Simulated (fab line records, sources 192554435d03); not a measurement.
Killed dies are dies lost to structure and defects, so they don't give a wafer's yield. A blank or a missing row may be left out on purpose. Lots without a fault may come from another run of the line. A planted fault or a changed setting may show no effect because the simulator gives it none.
Problem report in the 8D (eight disciplines) form, filled by code | flow n5_finfet | the parts of the form that need people (team, actions taken, sign-off) are left out

1. THE PROBLEM
spin_speed_rpm at N5_BEOL_M8_COAT_64 reads a mean of 1456.5 rpm on 6 wafers of 2 lots; wafers without a fault read 1500.0 rpm with a standard deviation of 0.98. That is -44 standard deviations from the usual mean.
The step: time 60 s, resist thk 12 nm.
First seen on wafer L998.3, day 12 20:31, on litho_track-01. The record holds 36 wafers of 12 lots with a number at this step. Rule for "out", or "out of limits": more than 4 standard deviations from the usual mean. The other wafers with a number count as sound.

2. WHAT IT IS AND WHAT IT IS NOT
question                    | is                     | is not
which readings at this step | spin_speed_rpm         | -
which lots                  | L100, L998             | L108, L986, L987, L988, L990, L991, L992, L993, L995, L997
which wafers of those lots  | all that have a number | -
read on which tools         | litho_track-01         | litho_track-02, litho_track-05
when                        | from day 12 20:31      | up to then (27 sound wafers); but 3 sound wafers of L108 came after

3. SUSPECTS, AND WHAT RULES EACH OUT
Counting: a tool at a process step up to the reading stays a suspect if it ran every lot that is out and no sound lot after the first of them.
- litho_track-01 at N5_BEOL_M8_COAT_64 (time 60 s, resist thk 12 nm): kept. It ran every lot that is out, first L998 (day 12 20:31), and no sound lot after that; its last sound lot up to then is L997 (day 12 19:58). Its own readings are out on those wafers: spin_speed_rpm.
Left after counting: litho_track-01 at N5_BEOL_M8_COAT_64.

4. THE CAUSE (what the simulator had put in)
Process parameter drift: litho_track-01, from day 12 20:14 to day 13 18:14, at N5_BEOL_M8_COAT_64. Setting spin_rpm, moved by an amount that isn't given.
Counting left only this tool.

5. THE CHAIN OF EFFECTS, in route order
Each row: a reading whose mean over the struck wafers that have a number lies more than 3 standard deviations from the usual. Only readings for which the record gives a usual standard deviation are gone through. hours: the time from each lot's start at the first step in this table that gives one to its start at this step, as a median over the lots. sigmas: the change in usual standard deviations.
hours | step               | reading        | usual      | on struck wafers | change | sigmas
0     | N5_BEOL_M8_COAT_64 | spin_speed_rpm | 1500.0 rpm | 1456.5           | -43.5  | -44
The process steps in it:
- N5_BEOL_M8_COAT_64: time 60 s, resist thk 12 nm.
Later measuring or inspecting steps at which every struck wafer that the step has a row for has a number for every such reading, and none has moved that far: N5_BEOL_M8_INSPECT_30.

6. WHAT WOULD HAVE CAUGHT IT SOONER
In this record the first reading out of limits was taken at day 12 20:31, 0 hours after the fault began at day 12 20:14.
